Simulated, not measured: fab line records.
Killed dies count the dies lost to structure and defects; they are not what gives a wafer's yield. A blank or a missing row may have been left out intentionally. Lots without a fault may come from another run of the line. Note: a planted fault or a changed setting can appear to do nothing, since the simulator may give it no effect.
What tool caused it? + flow nand_harc + at 1 step of a route of 1302, 12 lots with 34 wafers sampled

## WHAT THE GAUGES SHOWED, per wafer
NHARC_A_CONTACT_INSPECT_71.
| lot  | measured     | on                | raw_defect_count |
|------|--------------|-------------------|------------------|
| L297 | day 22 11:47 | defect_inspect-02 | 103 100 112      |
| L298 | day 22 12:14 | defect_inspect-01 | 79 66 71         |
| L300 | day 23 05:35 | defect_inspect-01 | 65 53 57         |
| L299 | day 23 05:56 | defect_inspect-01 | 106 112 112      |
| L301 | day 23 06:29 | defect_inspect-02 | 118 103 133      |
| L302 | day 24 23:11 | defect_inspect-02 | 100 114 106      |
| L306 | day 25 16:29 | defect_inspect-01 | 123 137          |
| L305 | day 26 00:57 | defect_inspect-02 | 17 14            |
| L314 | day 29 07:15 | defect_inspect-01 | 68 89 71         |
| L315 | day 30 00:19 | defect_inspect-02 | 134 120 110      |
| L318 | day 31 07:10 | defect_inspect-02 | 125 138 138      |
| L319 | day 32 05:41 | defect_inspect-01 | 58 65 56         |

## EACH LOT AND THE TOOL THAT RAN IT (in order: tool; ch and the chambers of the sampled wafers; start)
Before these readings, the record contains no process step.

## WHAT THE TOOLS THEMSELVES READ (means of the sampled wafers that have a number; where no wafer has one, the mark that the record gives instead)
The record holds no such reading with a usual standard deviation.

## THE ANSWER, worked out from the rows above alone
Rule: the lots themselves supply what counts as usual. Put in order of their means at a reading, lots are off if they are a third of the lots or fewer, leave a main group of 4 or more, and stand apart from it by a gap of 3 or more times the standard deviation of the main group's means; of several such gaps the widest counts. A main group is skipped when, at the precision printed for the reading in the tables above, its means are all equal. Also off: a lot with no number at a reading for which 4 or more lots have one. Where the step has rows for the other lots, those lots are counted as sound. First the gauges in route order, then the tools' own readings, where a lot's mean is used as printed above. At the first step where some lot is off, the reading lying furthest off is the one used; lots without a number count as furthest.
Nothing can be told from this: no lot is off at any reading shown.

## WHAT THE SIMULATOR HAD INSERTED
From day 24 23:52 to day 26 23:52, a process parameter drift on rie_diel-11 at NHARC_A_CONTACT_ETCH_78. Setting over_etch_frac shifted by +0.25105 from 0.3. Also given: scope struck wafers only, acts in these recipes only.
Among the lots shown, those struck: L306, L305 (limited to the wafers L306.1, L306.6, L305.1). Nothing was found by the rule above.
